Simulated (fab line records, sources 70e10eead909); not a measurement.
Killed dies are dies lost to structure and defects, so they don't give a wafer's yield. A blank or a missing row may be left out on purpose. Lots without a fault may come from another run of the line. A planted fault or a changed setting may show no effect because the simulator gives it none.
Chamber matching | flow nand_harc | NHARC_A_STAIRCASE_DESCUM_219 on rie_diel-04: 4 sister chambers
The step chemistry O2, time 3 s. 14 wafers are shown with their chamber, then 7 later ones without.

WAFERS WITH THEIR CHAMBER
wafer  | chamber | showerhead_plenum_p_Torr (Torr) | drypump_motor_current_A (A) | rf_vpp_V (V)
L426.2 | 2       | 1.94                            | 5.7                         | 58.0
L426.5 | 0       | 2.04                            | 5.8                         | 58.8
L426.6 | 1       | 2.02                            | 5.5                         | 56.8
L431.1 | 0       | 2.03                            | 5.8                         | 59.3
L431.4 | 2       | 1.94                            | 5.6                         | 58.0
L431.5 | 1       | 2.01                            | 5.4                         | 57.9
L432.1 | 0       | 2.03                            | 5.8                         | 59.3
L432.2 | 3       | 1.94                            | 5.6                         | 58.4
L432.3 | 2       | 1.94                            | 5.7                         | 57.7
L435.2 | 1       | 2.01                            | 5.4                         | 57.9
L435.3 | 3       | 1.94                            | 5.6                         | 57.6
L435.6 | 2       | 1.93                            | 5.7                         | 58.4
L434.1 | 3       | 1.94                            | 5.6                         | 56.1
L434.2 | 2       | 1.93                            | 5.7                         | 58.5

SIGNATURES (means of the wafers above)
reading                  | chamber 0 | chamber 1 | chamber 2 | chamber 3 | scatter within a chamber
showerhead_plenum_p_Torr | 2.0333    | 2.0133    | 1.9360    | 1.9400    | 0.00503
drypump_motor_current_A  | 5.800     | 5.433     | 5.680     | 5.600     | 0.0383
rf_vpp_V                 | 59.133    | 57.533    | 58.120    | 57.367    | 0.642
Rule: a wafer's distance from a chamber is the root of the sum, over the readings, of the square of ((its reading less the chamber's mean) divided by the reading's scatter). The wafer belongs to the nearest chamber; if the next one is less than 2 further off, it can't be placed. The scatter: the root of (the sum of the squares of (reading less its chamber's mean) over the shown wafers, divided by (wafers less chambers)).

WAFERS WITHOUT THEIR CHAMBER
wafer  | showerhead_plenum_p_Torr (Torr) | drypump_motor_current_A (A) | rf_vpp_V (V)
L434.5 | 2.03                            | 5.8                         | 58.7
L441.1 | 2.00                            | 5.4                         | 57.1
L441.4 | 2.00                            | 5.4                         | 58.4
L441.5 | 1.93                            | 5.6                         | 56.9
L443.1 | 1.92                            | 5.7                         | 57.0
L443.4 | 2.00                            | 5.4                         | 57.8
L443.5 | 1.92                            | 5.6                         | 57.6

WHICH CHAMBER EACH WENT THROUGH
wafer  | from the rows above     | in truth
L434.5 | 0                       | 0
L441.1 | 1                       | 1
L441.4 | 1                       | 1
L441.5 | can't be placed: 3 or 2 | 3
L443.1 | can't be placed: 2 or 3 | 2
L443.4 | 1                       | 1
L443.5 | can't be placed: 2 or 3 | 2
Placed correctly: 4 of 7. Can't be placed from these rows: 3 (the true chamber is among the candidates in 3). Placed wrongly: 0.
